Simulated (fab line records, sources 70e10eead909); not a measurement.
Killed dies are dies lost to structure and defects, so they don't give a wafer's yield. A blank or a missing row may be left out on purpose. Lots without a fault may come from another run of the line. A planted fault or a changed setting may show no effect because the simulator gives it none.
A struck lot beside a sound one | flow nand_harc | 15 steps out of a route of 1159
Sound: wafers L511.2, L511.3, L511.6. Struck: wafers L521.3, L521.4, L521.5. The cause comes at the end.
At each step with rows: each side's tool, then ch and its chambers, then its first start. Under that, the readings that differ: sound wafers | struck wafers | difference of the means | sigmas: that difference in standard deviations of wafers without a fault.
alike: readings whose means differ by less than 2 such deviations, and words and numbers that are the same on both sides. not compared: withheld readings, readings that some wafer has no value for, bounds like >300 that may hide the same value, and numbers for which the record gives no deviation and whose values overlap.
The two part at a step that has a row with sigmas, a row that says differs or no value, or rows on one side only. Numbers that don't overlap but have no deviation are shown without sigmas and don't part them. A reading that every wafer of one side lacks parts them only if that side has two wafers or more.

first, 1 step without rows for these wafers: NHARC_P_ZERO_WELL_HARDBAKE_53 (time 80 s).
NHARC_P_ZERO_WELL_DESCUM_54: chemistry O2, time 3 s.
  sound on rie_diel-12 ch 1,3, day 3 06:02; struck on rie_diel-11 ch 0,1,2, day 5 17:52
  reading                     | sound       | struck      | difference | sigmas
  drypump_motor_current_A (A) | 5.4 4.9 5.4 | 6.2 5.6 6.4 | +0.8       | +2
  alike: oes_product_au, rf_vpp_V, showerhead_plenum_p_Torr, throttle_valve_pct
  not compared: rf_hours_counter_h
then, 5 steps without rows for these wafers: NHARC_P_ZERO_WELL_IMPLANT_55; NHARC_P_ZERO_WELL_IMPLANT_61; NHARC_P_ZERO_WELL_STRIP_56 (strips in SPM, time 840 s); NHARC_P_ZERO_WELL_PRECLEAN_68 (cleans in SC1, time 60 s); NHARC_P_ZERO_WELL_SRD_69.
NHARC_P_ZERO_WELL_RTA_42: time 300 s.
  sound on rtp_anneal-01 ch 0, day 3 07:12; struck on rtp_anneal-02 ch 0, day 5 19:02
  alike: lamp_power_pct, wafer_temp_C_max
NHARC_P_ZERO_WELL_INSPECT_43:
  sound on defect_inspect-01, day 3 07:46; struck on defect_inspect-02, day 5 19:30
  alike: raw_defect_count
then, 3 steps without rows for these wafers: NHARC_P_STI_ETCH_26 (etches SiO2 in dHF, target depth 11 nm); NHARC_P_STI_PRECLEAN_27 (cleans in SC1); NHARC_P_STI_SRD_28.
NHARC_P_STI_OXIDE_29: material SiO2, target thk 10 nm, ox time 1362 s.
  sound on furnace-05 ch 0, day 3 11:46; struck on furnace-01 ch 0, day 6 04:32
  alike: spike_tc_lower_C, zone_power_top_pct
then, 1 step without rows for these wafers: NHARC_P_STI_HM_DEP_30 (deposits Si3N4, target thk 80 nm, time 873 s).
-- the record jumps here: 18 days lie between the struck wafers' starts before and after (it left off in module P_STI and takes up again in module END, whose first step shown is number 1159 of the route) --
NHARC_END_SORT_01:
  sound on prober-01 ch 0, day 21 18:17; struck on prober-01 ch 0, day 24 09:16
  alike: killed_at_array, killed_at_other, killed_at_periphery, killed_dies, killed_open, killed_short

WHERE THEY PART
Only at NHARC_P_ZERO_WELL_DESCUM_54, within this record. Later steps at which nothing parts them and some readings are alike: NHARC_P_ZERO_WELL_RTA_42, NHARC_P_ZERO_WELL_INSPECT_43, NHARC_P_STI_OXIDE_29, NHARC_END_SORT_01.

WHY: what the simulator had put in
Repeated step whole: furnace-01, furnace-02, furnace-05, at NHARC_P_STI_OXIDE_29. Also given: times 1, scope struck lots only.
